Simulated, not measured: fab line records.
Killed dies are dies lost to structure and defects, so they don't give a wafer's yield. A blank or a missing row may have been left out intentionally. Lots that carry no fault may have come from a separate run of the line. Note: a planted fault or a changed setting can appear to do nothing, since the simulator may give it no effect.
The tool behind it: which one? + flow n5-finfet + Sampling: 12 lots, 34 wafers, 5 of 1938 route steps

## WHAT THE GAUGES SHOWED, per wafer
N5_BEOL_M6_CD_MEAS_35: target cd 40 nm, target cd y 28 nm. Usual: cd-nm at 40.0 nm, with a standard deviation of 0.5.
| lot  | measured     | on        | cd-nm (nm)     | flag |
|------|--------------|-----------|----------------|------|
| L381 | day 9 22:46  | cd-sem-02 | 40.6 39.8 39.8 |      |
| L385 | day 11 00:41 | cd-sem-03 | 40.1 39.9 39.6 |      |
| L383 | day 11 01:04 | cd-sem-02 | 40.3 40.2 39.7 |      |
| L386 | day 11 05:27 | cd-sem-03 | 39.6 39.9 39.4 |      |
| L387 | day 11 09:44 | cd-sem-02 | 39.3 39.7 40.6 |      |
| L389 | day 11 22:29 | cd-sem-03 | 40.9 40.5      |      |
| L393 | day 12 12:56 | cd-sem-01 | 39.6 39.9      |      |
| L397 | day 13 22:57 | cd-sem-01 | 40.3 40.3 40.6 |      |
| L401 | day 14 19:40 | cd-sem-03 | 40.0 40.1 39.1 |      |
| L402 | day 15 00:19 | cd-sem-01 | 38.9 39.5 38.8 |      |
| L403 | day 15 10:16 | cd-sem-03 | 39.9 39.9 40.2 |      |
| L404 | day 16 02:46 | cd-sem-03 | 39.4 40.0 39.9 |      |

N5_BEOL_M6_THK_MEAS_53: measures by xrf. Usual: M6_THK 79.7 nm, standard deviation 1.8.
| lot  | measured     | on            | M6_THK (nm)    | flag |
|------|--------------|---------------|----------------|------|
| L381 | day 10 01:40 | film-metro-01 | 80.5 82.1 83.1 |      |
| L385 | day 11 02:48 | film-metro-02 | 79.3 78.5 78.3 |      |
| L383 | day 11 04:04 | film-metro-01 | 77.3 80.4 76.9 |      |
| L386 | day 11 09:38 | film-metro-02 | 78.7 79.5 81.5 |      |
| L387 | day 11 12:00 | film-metro-01 | 82.6 81.2 81.3 |      |
| L389 | day 12 01:15 | film-metro-01 | 81.4 79.9      |      |
| L393 | day 12 16:40 | film-metro-01 | 79.8 80.1      |      |
| L397 | day 14 02:00 | film-metro-01 | 79.3 75.9 80.7 |      |
| L401 | day 14 21:34 | film-metro-01 | 80.3 80.5 79.6 |      |
| L402 | day 15 03:40 | film-metro-01 | 77.5 79.2 74.6 |      |
| L403 | day 15 12:31 | film-metro-02 | 79.5 75.1 78.7 |      |
| L404 | day 16 06:16 | film-metro-02 | 79.9 77.4 79.5 |      |

N5_BEOL_M7_THK_MEAS_01. Usual: M7_ILD_THK 154.8 nm, standard deviation 1.9.
| lot  | measured     | on            | M7_ILD_THK (nm)   | flag |
|------|--------------|---------------|-------------------|------|
| L381 | day 10 02:27 | film-metro-01 | 152.0 155.7 156.4 |      |
| L385 | day 11 03:34 | film-metro-01 | 153.8 154.9 156.4 |      |
| L383 | day 11 04:50 | film-metro-02 | 152.0 152.4 153.3 |      |
| L386 | day 11 10:35 | film-metro-02 | 153.1 153.0 154.3 |      |
| L387 | day 11 13:15 | film-metro-02 | 161.8 154.9 156.7 |      |
| L389 | day 12 02:52 | film-metro-01 | 153.0 163.7       |      |
| L393 | day 12 18:19 | film-metro-01 | 152.4 162.9       |      |
| L397 | day 14 02:47 | film-metro-01 | 156.8 155.4 159.4 |      |
| L401 | day 14 22:20 | film-metro-02 | 151.7 154.4 154.6 |      |
| L402 | day 15 04:26 | film-metro-01 | 154.6 156.4 157.7 |      |
| L403 | day 15 13:17 | film-metro-02 | 153.4 153.4 155.3 |      |
| L404 | day 16 07:02 | film-metro-01 | 152.7 152.8 154.8 |      |

## EACH LOT AND THE TOOL THAT RAN IT (in order: tool; ch and the chambers of the sampled wafers; start)
| lot  | N5_BEOL_M6_ANNEAL_51             | N5_BEOL_M7_ILD_DEP_00           |
|------|----------------------------------|---------------------------------|
| L381 | rtp-anneal-01 ch 0, day 10 01:07 | pecvd-02 ch 0,1, day 10 01:51   |
| L385 | rtp-anneal-02 ch 0, day 11 02:15 | pecvd-02 ch 0,1, day 11 02:59   |
| L383 | rtp-anneal-01 ch 0, day 11 03:28 | pecvd-02 ch 0,1,2, day 11 04:15 |
| L386 | rtp-anneal-02 ch 0, day 11 09:01 | pecvd-04 ch 1,2, day 11 09:49   |
| L387 | rtp-anneal-02 ch 0, day 11 11:29 | pecvd-02 ch 0,1,2, day 11 12:11 |
| L389 | rtp-anneal-01 ch 0, day 12 00:39 | pecvd-02 ch 0,1, day 12 01:27   |
| L393 | rtp-anneal-02 ch 0, day 12 16:03 | pecvd-02 ch 0,1, day 12 16:51   |
| L397 | rtp-anneal-02 ch 0, day 14 01:24 | pecvd-03 ch 0,1, day 14 02:12   |
| L401 | rtp-anneal-01 ch 0, day 14 21:01 | pecvd-02 ch 1,2, day 14 21:46   |
| L402 | rtp-anneal-02 ch 0, day 15 03:07 | pecvd-02 ch 0,1, day 15 03:51   |
| L403 | rtp-anneal-02 ch 0, day 15 11:56 | pecvd-02 ch 0,1,2, day 15 12:43 |
| L404 | rtp-anneal-01 ch 0, day 16 05:43 | pecvd-04 ch 0,1, day 16 06:27   |
- N5_BEOL_M6_ANNEAL_51: time 90 s.
- N5_BEOL_M7_ILD_DEP_00: deposits SiCOH lowk from DEMS/porogen, target thk 179.75 nm, time 33.4 s.

## AS READ BY THE TOOLS THEMSELVES (means over the sampled wafers that have a number; for cases with no such wafer, the mark the record gives instead)
N5_BEOL_M6_ANNEAL_51. Usual: wafer_temp_C_max at 226.0, with a standard deviation of 0.51.
| lot  | tool          | wafer_temp_C_max | flag |
|------|---------------|------------------|------|
| L381 | rtp-anneal-01 | 226.5            |      |
| L385 | rtp-anneal-02 | 225.5            |      |
| L383 | rtp-anneal-01 | 226.4            |      |
| L386 | rtp-anneal-02 | 225.5            |      |
| L387 | rtp-anneal-02 | 225.6            |      |
| L389 | rtp-anneal-01 | 226.6            |      |
| L393 | rtp-anneal-02 | 225.4            |      |
| L397 | rtp-anneal-02 | 225.6            |      |
| L401 | rtp-anneal-01 | 226.0            |      |
| L402 | rtp-anneal-02 | 225.6            |      |
| L403 | rtp-anneal-02 | 225.5            |      |
| L404 | rtp-anneal-01 | 226.7            |      |

N5_BEOL_M7_ILD_DEP_00. Usual: heater-power-w 309 W, standard deviation 51; showerhead-plenum-p-Torr 5.737 Torr, standard deviation 0.012; throttle-valve-pct 13.7 %, standard deviation 0.36.
| lot  | tool     | heater-power-w (W) | showerhead-plenum-p-Torr (Torr) | throttle-valve-pct (%) | flag |
|------|----------|--------------------|---------------------------------|------------------------|------|
| L381 | pecvd-02 | 358                | 5.740                           | 13.4                   |      |
| L385 | pecvd-02 | 327                | 5.736                           | 13.7                   |      |
| L383 | pecvd-02 | 291                | 5.738                           | 13.5                   |      |
| L386 | pecvd-04 | 232                | 5.723                           | 14.0                   |      |
| L387 | pecvd-02 | 310                | 5.727                           | 13.5                   |      |
| L389 | pecvd-02 | 324                | 5.744                           | 13.6                   |      |
| L393 | pecvd-02 | 302                | 5.749                           | 13.8                   |      |
| L397 | pecvd-03 | 301                | 5.739                           | 14.4                   |      |
| L401 | pecvd-02 | 295                | 5.746                           | 13.3                   |      |
| L402 | pecvd-02 | 334                | 5.740                           | 13.8                   |      |
| L403 | pecvd-02 | 304                | 5.740                           | 13.4                   |      |
| L404 | pecvd-04 | 313                | 5.739                           | 13.9                   |      |

## THE ANSWER, worked out from the rows above alone
Rule: a lot is off if the mean of its wafers that have a number lies more than 3 standard deviations from the usual mean. A lot without any number at a reading at which 4 lots or more have one is off too. The other lots that the step has rows for count as sound. First the gauges in route order, then the tools' own readings, where a lot's mean is used as printed above. At the first step where some lot is off, the reading lying furthest off is the one used; lots without a number count as furthest.
No lot is off at any reading shown: from this, nothing can be told.

## WHAT HAD BEEN PUT IN BY THE SIMULATOR
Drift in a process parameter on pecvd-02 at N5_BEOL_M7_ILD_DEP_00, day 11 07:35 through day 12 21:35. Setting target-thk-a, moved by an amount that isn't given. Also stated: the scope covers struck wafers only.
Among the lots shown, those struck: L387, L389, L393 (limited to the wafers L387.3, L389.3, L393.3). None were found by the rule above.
